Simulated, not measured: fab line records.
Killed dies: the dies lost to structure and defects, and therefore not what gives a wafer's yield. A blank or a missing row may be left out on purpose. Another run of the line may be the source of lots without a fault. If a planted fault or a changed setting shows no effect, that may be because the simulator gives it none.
fab line records + flow n5Finfet
record
- lots=10
- wafers=30
- lastDay=17
route steps=1938 shown BEOL_M9@1431 PASSIVATION@1936
lots with no fault: from the same line, run without faults
startH: start of the lot's first displayed wafer, in hours after the record's first day + waitH: hours since the lot's step before + " identical to the entry in the row above + L1.1+2: a single row standing in for several wafers + - no value, or no start was given + * or withheld: withheld + < > ~ a bound
route shown NAME@n: a module of which the file shows steps, and the number in the route of the first + usual: the fault-free wafers' mean and standard deviation + same: alike in all rows + chamber/n: place in a boat + sites: readings site by site + _std_site: their standard deviation + _edge_site: mean of outer sites minus mean of inner sites + radiusMm: how far each site lies from the wafer's centre + mask NAME#n: copy n + behind: tool/chamber where the wafer was last shaped + hold: the reason the lot was held/the length of the hold in hours/how it ended + device: whichever transistor did not switch (one of n, p or np) + end of line: at the end of the route, the tests of the same wafers + step lacking rows: just its recipe + killed: the dies lost at the first sort to structure and to defects; this is not the yield of the wafer + map: a wafer's dies, marking killed ones x, the rest . and places with no die _
set.NAME: setting as actually run; set.NAME@STEP: the setting as run at that earlier step + model.NAME: the simulator's own value behind a step, which no gauge read
one table for each step of the route and one row for each wafer, over a sample of lots
services: a tool's chamber out of use, with start hour (startH, from the record's first day; less than 0 if before it), hours out, and reason
## steps
# step N5_BEOL_M9_EXPOSE_25
# recipe
- maskId=V8
- na=0.33
- sourceShape=annular
- sigmaInner=0.4
- sigmaOuter=0.8
- polarization=unpolarized
- doseMj=37.25
| lot.wafer  | tool          | chamber | startH | waitH | mask |
|------------|---------------|---------|--------|-------|------|
| L609.1+4+6 | euvScanner-01 | 0       | 246.33 | -     | V8#0 |
| L610.1+4+5 | euvScanner-01 | 0       | 253.84 | -     | V8#0 |
| L615.2+3+6 | euvScanner-01 | 0       | 278.56 | -     | V8#0 |
| L614.4+5+6 | euvScanner-01 | 0       | 281.83 | -     | V8#0 |
| L619.2+3+5 | euvScanner-01 | 0       | 309.36 | -     | V8#0 |
| L620.3+4+5 | euvScanner-01 | 0       | 315.80 | -     | V8#0 |
| L622.4+5+6 | euvScanner-02 | 0       | 324.77 | -     | V8#0 |
| L625.1+5+6 | euvScanner-02 | 0       | 343.37 | -     | V8#0 |
| L626.2+3+4 | euvScanner-02 | 0       | 343.42 | -     | V8#0 |
| L627.2+4+5 | euvScanner-02 | 0       | 346.19 | -     | V8#0 |
# step N5_BEOL_M9_CD_MEAS_28
# recipe
- targetCdNm=70
- landingEnergyEv=500
- detector=seInlens
- polarity=opening
# usual
- cdNm=70.01/0.23
# same
- landingEnergyEv=500
| lot.wafer | tool     | chamber | startH | waitH | cdNm  |
|-----------|----------|---------|--------|-------|-------|
| L609.1    | cdSem-03 | 0       | 246.46 | -     | 69.92 |
| L609.4    | "        | 0       | "      | "     | 69.87 |
| L609.6    | "        | 0       | "      | "     | 70.01 |
| L610.1    | cdSem-01 | 0       | 253.97 | -     | 69.68 |
| L610.4    | "        | 0       | "      | "     | 69.88 |
| L610.5    | "        | 0       | "      | "     | 70.05 |
| L615.2    | cdSem-03 | 0       | 278.68 | -     | 70.13 |
| L615.3    | "        | 0       | "      | "     | 69.72 |
| L615.6    | "        | 0       | "      | "     | 69.94 |
| L614.4    | cdSem-03 | 0       | 281.94 | -     | 69.78 |
| L614.5    | "        | 0       | "      | "     | 70.37 |
| L614.6    | "        | 0       | "      | "     | 70.11 |
| L619.2    | cdSem-02 | 0       | 309.48 | -     | 70.43 |
| L619.3    | "        | 0       | "      | "     | 69.76 |
| L619.5    | "        | 0       | "      | "     | 69.94 |
| L620.3    | cdSem-01 | 0       | 315.92 | -     | 70.06 |
| L620.4    | "        | 0       | "      | "     | 69.77 |
| L620.5    | "        | 0       | "      | "     | 70.11 |
| L622.4    | cdSem-02 | 0       | 324.88 | -     | 70.19 |
| L622.5    | "        | 0       | "      | "     | 70.15 |
| L622.6    | "        | 0       | "      | "     | 70.04 |
| L625.1    | cdSem-02 | 0       | 343.50 | -     | 69.84 |
| L625.5    | "        | 0       | "      | "     | 70.05 |
| L625.6    | "        | 0       | "      | "     | 70.08 |
| L626.2    | cdSem-01 | 0       | 343.54 | -     | 70.19 |
| L626.3    | "        | 0       | "      | "     | 70.32 |
| L626.4    | "        | 0       | "      | "     | 70.26 |
| L627.2    | cdSem-01 | 0       | 346.31 | -     | 69.79 |
| L627.4    | "        | 0       | "      | "     | 70.06 |
| L627.5    | "        | 0       | "      | "     | 69.59 |
# step N5_BEOL_M9_OVL_MEAS_29
# recipe
- pointsPerWafer=522
# usual
- V8_OVL=-0.1/0.68
| lot.wafer | tool       | chamber | startH | waitH | V8_OVL[nm] |
|-----------|------------|---------|--------|-------|------------|
| L609.1    | overlay-02 | 0       | 246.49 | 0.0   | -0.5       |
| L609.4    | "          | 0       | "      | "     | -1.0       |
| L609.6    | "          | 0       | "      | "     | 0.2        |
| L610.1    | overlay-01 | 0       | 254.00 | 0.0   | 0.6        |
| L610.4    | "          | 0       | "      | "     | 1.4        |
| L610.5    | "          | 0       | "      | "     | 0.8        |
| L615.2    | overlay-01 | 0       | 278.72 | 0.0   | 11.2       |
| L615.3    | "          | 0       | "      | "     | 10.5       |
| L615.6    | "          | 0       | "      | "     | 11.6       |
| L614.4    | overlay-01 | 0       | 281.99 | 0.0   | 11.5       |
| L614.5    | "          | 0       | "      | "     | 11.7       |
| L614.6    | "          | 0       | "      | "     | 11.1       |
| L619.2    | overlay-01 | 0       | 309.51 | 0.0   | 11.6       |
| L619.3    | "          | 0       | "      | "     | 12.4       |
| L619.5    | "          | 0       | "      | "     | 11.7       |
| L620.3    | overlay-01 | 0       | 315.96 | 0.0   | 12.0       |
| L620.4    | "          | 0       | "      | "     | 10.8       |
| L620.5    | "          | 0       | "      | "     | 12.7       |
| L622.4    | overlay-01 | 0       | 324.93 | 0.0   | -0.1       |
| L622.5    | "          | 0       | "      | "     | -0.6       |
| L622.6    | "          | 0       | "      | "     | -0.5       |
| L625.1    | overlay-01 | 0       | 343.53 | 0.0   | -0.2       |
| L625.5    | "          | 0       | "      | "     | -0.5       |
| L625.6    | "          | 0       | "      | "     | 0.2        |
| L626.2    | overlay-02 | 0       | 343.58 | 0.0   | -0.3       |
| L626.3    | "          | 0       | "      | "     | 0.1        |
| L626.4    | "          | 0       | "      | "     | -0.4       |
| L627.2    | overlay-01 | 0       | 346.35 | 0.0   | -0.5       |
| L627.4    | "          | 0       | "      | "     | 0.0        |
| L627.5    | "          | 0       | "      | "     | -0.1       |
# step N5_BEOL_M9_ETCH_65
# recipe
- chemistry=CF4
- target=SiARC
- targetDepthA=156
- maskMaterial=CAR-EUV
- timeS=26
- ionEnergyEv=80
- pressureMtorr=40
- sourceW=545
- biasW=36
- Ar_flow_sccm=100
- cf4FlowSccm=100
- ends=cleared
# usual
- drypumpMotorCurrentA=5.7/0.55
- etchRfOnTimeS=26.1/0.4
- oesProductAu=0.67/0.055
- rfVppV=184.1/1.2
- showerheadPlenumPTorr=2.14/0.066
- throttleValvePct=15.50/0.15
| lot.wafer | tool       | chamber | startH | waitH | drypumpMotorCurrentA | etchRfOnTimeS | oesProductAu | rfHoursCounterH | rfVppV | showerheadPlenumPTorr | throttleValvePct |
|-----------|------------|---------|--------|-------|----------------------|---------------|--------------|-----------------|--------|-----------------------|------------------|
| L609.1    | rieDiel-02 | 2       | 246.63 | 0.0   | 6.1                  | 25.6          | 0.68         | 85              | 183.4  | 2.16                  | 15.63            |
| L609.4    | "          | 0       | "      | "     | 5.7                  | 26.2          | 0.67         | 112             | 183.9  | 2.16                  | 15.27            |
| L609.6    | "          | 2       | "      | "     | 6.1                  | 25.6          | 0.68         | -               | 185.6  | 2.16                  | 15.63            |
| L610.1    | rieDiel-02 | 3       | 254.14 | 0.0   | 4.7                  | 25.5          | 0.70         | 83              | 183.4  | 2.08                  | 15.35            |
| L610.4    | "          | 0       | "      | "     | 5.8                  | 26.5          | 0.68         | 114             | 183.7  | 2.16                  | 15.28            |
| L610.5    | "          | 3       | "      | "     | 4.7                  | 25.7          | 0.70         | -               | 183.0  | 2.08                  | 15.35            |
| L615.2    | rieDiel-06 | 3       | 278.86 | 0.0   | 5.8                  | 26.3          | 0.66         | 135             | 181.9  | 2.06                  | 15.77            |
| L615.3    | "          | 1       | "      | "     | 5.2                  | 26.3          | 0.66         | 123             | 184.6  | 2.07                  | 15.56            |
| L615.6    | "          | 1       | "      | "     | 5.3                  | 26.5          | 0.65         | -               | 184.3  | 2.07                  | 15.57            |
| L614.4    | rieDiel-06 | 2       | 282.18 | 0.0   | 6.6                  | 25.8          | 0.84         | -               | 182.8  | 2.10                  | 15.42            |
| L614.5    | "          | 1       | "      | "     | 5.2                  | 26.3          | 0.66         | -               | 183.8  | 2.06                  | 15.57            |
| L614.6    | "          | 3       | "      | "     | 5.8                  | 26.1          | 0.65         | -               | 184.6  | 2.06                  | 15.77            |
| L619.2    | rieDiel-06 | 1       | 309.65 | 0.0   | 5.2                  | 26.6          | 0.64         | 131             | 182.2  | 2.06                  | 15.60            |
| L619.3    | "          | 3       | "      | "     | 5.8                  | 26.8          | 0.65         | 144             | 182.2  | 2.06                  | 15.78            |
| L619.5    | "          | 3       | "      | "     | 5.8                  | 26.5          | 0.65         | -               | 183.5  | 2.06                  | 15.78            |
| L620.3    | rieDiel-02 | 2       | 316.09 | 0.0   | 6.1                  | 25.7          | 0.67         | 107             | 184.9  | 2.16                  | 15.69            |
| L620.4    | "          | 3       | "      | "     | 4.8                  | 25.9          | 0.66         | 103             | 181.7  | 2.07                  | 15.40            |
| L620.5    | "          | 1       | "      | "     | 6.4                  | 25.8          | 0.70         | -               | 184.5  | 2.26                  | 15.51            |
| L622.4    | rieDiel-02 | 0       | 325.16 | 0.0   | 5.7                  | 26.3          | 0.66         | 135             | 183.0  | 2.15                  | 15.30            |
| L622.5    | "          | 3       | "      | "     | 4.7                  | 25.7          | 0.68         | -               | 182.4  | 2.07                  | 15.38            |
| L622.6    | "          | 2       | "      | "     | 6.1                  | 25.6          | 0.66         | -               | 184.0  | 2.16                  | 15.70            |
| L625.1    | rieDiel-02 | 2       | 343.68 | 0.0   | 6.1                  | 25.8          | 0.65         | 119             | 184.0  | 2.15                  | 15.71            |
| L625.5    | "          | 2       | "      | "     | 6.1                  | 25.9          | 0.65         | -               | 184.0  | 2.15                  | 15.70            |
| L625.6    | "          | 1       | "      | "     | 6.4                  | 26.1          | 0.69         | -               | 184.7  | 2.26                  | 15.53            |
| L626.2    | rieDiel-05 | 1       | 343.72 | 0.0   | 6.0                  | 26.0          | 0.62         | 199             | 183.9  | 2.12                  | 15.49            |
| L626.3    | "          | 3       | "      | "     | 5.8                  | 26.6          | 0.61         | 193             | 185.6  | 2.21                  | 15.42            |
| L626.4    | "          | 2       | "      | "     | 5.3                  | 26.5          | 0.72         | 75              | 183.2  | 2.08                  | 15.46            |
| L627.2    | rieDiel-05 | 1       | 346.49 | 0.0   | 6.0                  | 25.9          | 0.61         | 200             | 183.4  | 2.12                  | 15.48            |
| L627.4    | "          | 2       | "      | "     | 5.3                  | 26.2          | 0.72         | 76              | 186.3  | 2.08                  | 15.46            |
| L627.5    | "          | 2       | "      | "     | 5.3                  | 26.3          | 0.72         | -               | 184.1  | 2.08                  | 15.45            |
# step N5_BEOL_M9_TRENCH_ETCH_37
# recipe
- chemistry=C4F6/O2
- targetDepthA=1514.3
- target=SiCOH_lowk
- timeS=49
- ionEnergyEv=250
- pressureMtorr=30
- sourceW=345
- biasW=185
- Ar_flow_sccm=300
- C4F6_flow_sccm=10
- O2_flow_sccm=10
# usual
- drypumpMotorCurrentA=5.7/0.55
- oesProductAu=0.79/0.064
- rfVppV=669/6.8
- showerheadPlenumPTorr=2.84/0.091
- throttleValvePct=20.82/0.18
| lot.wafer | tool       | chamber | startH | waitH | drypumpMotorCurrentA | oesProductAu | rfHoursCounterH | rfVppV | showerheadPlenumPTorr | throttleValvePct |
|-----------|------------|---------|--------|-------|----------------------|--------------|-----------------|--------|-----------------------|------------------|
| L609.1    | rieDiel-02 | 2       | -      | -     | 6.1                  | 0.80         | 85              | 683    | 2.88                  | 21.03            |
| L609.4    | "          | 0       | "      | "     | 5.8                  | 0.79         | 112             | 671    | 2.88                  | 20.61            |
| L609.6    | "          | 2       | "      | "     | 6.1                  | 0.80         | -               | 682    | 2.88                  | 21.04            |
| L610.1    | rieDiel-02 | 3       | -      | -     | 4.7                  | 0.81         | 83              | 668    | 2.75                  | 20.58            |
| L610.4    | "          | 0       | "      | "     | 5.8                  | 0.79         | 114             | 670    | 2.88                  | 20.61            |
| L610.5    | "          | 3       | "      | "     | 4.7                  | 0.82         | -               | 669    | 2.75                  | 20.59            |
| L615.2    | rieDiel-06 | 3       | -      | -     | 5.8                  | 0.76         | 136             | 663    | 2.75                  | 21.10            |
| L615.3    | "          | 1       | "      | "     | 5.2                  | 0.76         | 123             | 673    | 2.74                  | 20.88            |
| L615.6    | "          | 1       | "      | "     | 5.2                  | 0.77         | -               | 671    | 2.74                  | 20.89            |
| L614.4    | rieDiel-06 | 2       | -      | -     | 6.6                  | 0.97         | -               | 660    | 2.79                  | 20.78            |
| L614.5    | "          | 1       | "      | "     | 5.2                  | 0.78         | -               | 671    | 2.74                  | 20.87            |
| L614.6    | "          | 3       | "      | "     | 5.9                  | 0.76         | -               | 663    | 2.75                  | 21.12            |
| L619.2    | rieDiel-06 | 1       | -      | -     | 5.2                  | 0.75         | 132             | 672    | 2.74                  | 20.88            |
| L619.3    | "          | 3       | "      | "     | 5.8                  | 0.75         | 144             | 664    | 2.74                  | 21.13            |
| L619.5    | "          | 3       | "      | "     | 5.8                  | 0.76         | -               | 663    | 2.74                  | 21.13            |
| L620.3    | rieDiel-02 | 2       | -      | -     | 6.1                  | 0.78         | 107             | 681    | 2.87                  | 21.07            |
| L620.4    | "          | 3       | "      | "     | 4.7                  | 0.78         | 103             | 670    | 2.74                  | 20.61            |
| L620.5    | "          | 1       | "      | "     | 6.4                  | 0.82         | -               | 669    | 3.01                  | 20.95            |
| L622.4    | rieDiel-02 | 0       | -      | -     | 5.8                  | 0.78         | 135             | 670    | 2.87                  | 20.65            |
| L622.5    | "          | 3       | "      | "     | 4.8                  | 0.79         | -               | 669    | 2.74                  | 20.62            |
| L622.6    | "          | 2       | "      | "     | 6.1                  | 0.78         | -               | 681    | 2.87                  | 21.07            |
| L625.1    | rieDiel-02 | 2       | -      | -     | 6.1                  | 0.77         | 119             | 682    | 2.87                  | 21.08            |
| L625.5    | "          | 2       | "      | "     | 6.1                  | 0.76         | -               | 682    | 2.87                  | 21.10            |
| L625.6    | "          | 1       | "      | "     | 6.4                  | 0.81         | -               | 669    | 3.01                  | 20.95            |
| L626.2    | rieDiel-05 | 1       | -      | -     | 6.0                  | 0.71         | 199             | 658    | 2.82                  | 20.66            |
| L626.3    | "          | 3       | "      | "     | 5.8                  | 0.71         | 193             | 669    | 2.93                  | 20.62            |
| L626.4    | "          | 2       | "      | "     | 5.3                  | 0.84         | 75              | 667    | 2.77                  | 20.81            |
| L627.2    | rieDiel-05 | 1       | -      | -     | 6.0                  | 0.71         | 200             | 656    | 2.82                  | 20.69            |
| L627.4    | "          | 2       | "      | "     | 5.3                  | 0.84         | 76              | 667    | 2.77                  | 20.81            |
| L627.5    | "          | 2       | "      | "     | 5.3                  | 0.85         | -               | 669    | 2.77                  | 20.83            |
# step N5_PASSIVATION_PROBE_49
# usual
- defectLimitedYield=91.1/1.5
- killed_at_M0_to_M3=36/11
- killed_at_M4_up=14/5.6
- killedAtContacts=11/5.6
- killedAtFrontEnd=40/12
- killedAtOther=4/3.2
- killedDies=105/17
- killedOpen=69/12
- killedShort=34/8.4
- sort_bin_5_function=5.2/0.95
- sort_bin_6_memory=3.3/0.63
- sortNPass=1075/17
- sortYieldPct=91.1/1.5
# same
- grossDies=1180
- killedAtBackSide=0
- sort_bin_4_leakage[%]=0
- sort_bin_8_speed[%]=0
| lot.wafer | tool      | chamber | startH | waitH | defectLimitedYield[%] | killed_at_M0_to_M3 | killed_at_M4_up | killedAtContacts | killedAtFrontEnd | killedAtOther | killedDies | killedOpen | killedShort | sort_bin_5_function[%] | sort_bin_6_memory[%] | sortNPass | sortYieldPct[%] |
|-----------|-----------|---------|--------|-------|-----------------------|--------------------|-----------------|------------------|------------------|---------------|------------|------------|-------------|------------------------|----------------------|-----------|-----------------|
| L627.2    | prober-01 | -       | 412.54 | 0.1   | 90.3                  | 51                 | 20              | 8                | 33               | 2             | 114        | 69         | 42          | 5.9                    | 3.5                  | 1066      | 90.3            |
| L627.4    | prober-01 | -       | 412.64 | 0.2   | 92.5                  | 42                 | 8               | 13               | 23               | 2             | 88         | 59         | 28          | 4.3                    | 2.5                  | 1092      | 92.5            |
| L627.5    | prober-01 | -       | 412.69 | 0.2   | 89.7                  | 45                 | 16              | 22               | 34               | 4             | 121        | 75         | 46          | 5.7                    | 4.3                  | 1059      | 89.7            |
# killed by level:class
L627.2 STI_FIN_REVEAL:geometricParticle:open=12 BEOL_M0_SAQP:geometricParticle:short=12 BEOL_M0_SAQP:geometricParticle:open=12 BEOL_M4:geometricParticle:short=8 FIN_SAQP:geometricParticle:open=7 MOL_CONTACT_COAG:geometricParticle:open=6 BEOL_M1:geometricParticle:open=6 BEOL_M2:geometricParticle:short=6
L627.4 MOL_CONTACT_COAG:geometricParticle:open=13 BEOL_M0_SAQP:geometricParticle:open=13 FIN_SAQP:geometricParticle:open=8 BEOL_M0_SAQP:geometricParticle:short=7 FIN_SAQP:geometricParticle:short=5 BEOL_M3:geometricParticle:open=5 BEOL_M3:geometricParticle:short=5 BEOL_M2:geometricParticle:open=4
L627.5 MOL_CONTACT_COAG:geometricParticle:open=17 FIN_SAQP:geometricParticle:open=12 BEOL_M0_SAQP:geometricParticle:short=12 FIN_SAQP:geometricParticle:short=11 BEOL_M3:geometricParticle:open=9 BEOL_M0_SAQP:geometricParticle:open=8 BEOL_M2:geometricParticle:open=7 BEOL_M4:geometricParticle:open=7
## services
| tool          | chamber | startH | hours | kind                        |
|---------------|---------|--------|-------|-----------------------------|
| euvScanner-02 | 0       | 228.76 | -     | calibration                 |
| euvScanner-02 | -       | 229.62 | 0.8   | repair                      |
| rieDiel-06    | 2       | 235.12 | -     | clean                       |
| rieDiel-06    | 2       | 235.12 | -     | consumableReplace:focusRing |
| rieDiel-06    | 2       | 235.12 | 34.8  | scheduledDown               |
| rieDiel-06    | 2       | 235.12 | 34.8  | ventCycle                   |
| euvScanner-02 | -       | 253.28 | 0.4   | repair                      |
| euvScanner-01 | -       | 253.92 | 1.0   | pm                          |
| rieDiel-05    | 1       | 268.62 | 5.2   | repair                      |
| rieDiel-06    | 0       | 269.92 | -     | clean                       |
| rieDiel-06    | 0       | 269.92 | -     | consumableReplace:focusRing |
| rieDiel-06    | 0       | 269.92 | 19.5  | scheduledDown               |
| rieDiel-06    | 0       | 269.92 | 19.5  | ventCycle                   |
| euvScanner-02 | -       | 290.73 | 1.0   | pm                          |
| euvScanner-02 | -       | 292.21 | 4.6   | pm                          |
| rieDiel-05    | 0       | 295.90 | 7.5   | repair                      |
| rieDiel-02    | -       | 306.21 | 0.9   | repair                      |
| euvScanner-01 | -       | 310.03 | 1.0   | pm                          |
| rieDiel-05    | -       | 311.94 | 4.3   | pm                          |
| rieDiel-06    | 0       | 313.92 | 13.7  | repair                      |
| euvScanner-01 | -       | 328.13 | 17.3  | pm                          |
| rieDiel-05    | -       | 332.69 | 0.7   | repair                      |
## key
firstSign
- step=N5_BEOL_M9_OVL_MEAS_29
- reading=V8_OVL
- direction=up
- sigmas=17
- usual=-0.1
- struck=11.6
effect none on later readings
metAt N5_BEOL_M9_EXPOSE_25
struckLots L614,L615,L619,L620
notActingAt N5_BEOL_M9_CD_MEAS_28,N5_BEOL_M9_ETCH_65,N5_BEOL_M9_TRENCH_ETCH_37
onsetBetween 253.84 278.56
fault
- kind=scannerMatchingOverlay
- tool=euvScanner-01
- chamber=-
- onsetH=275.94
- steps=N5_BEOL_M9_EXPOSE_25
- offset=11.746
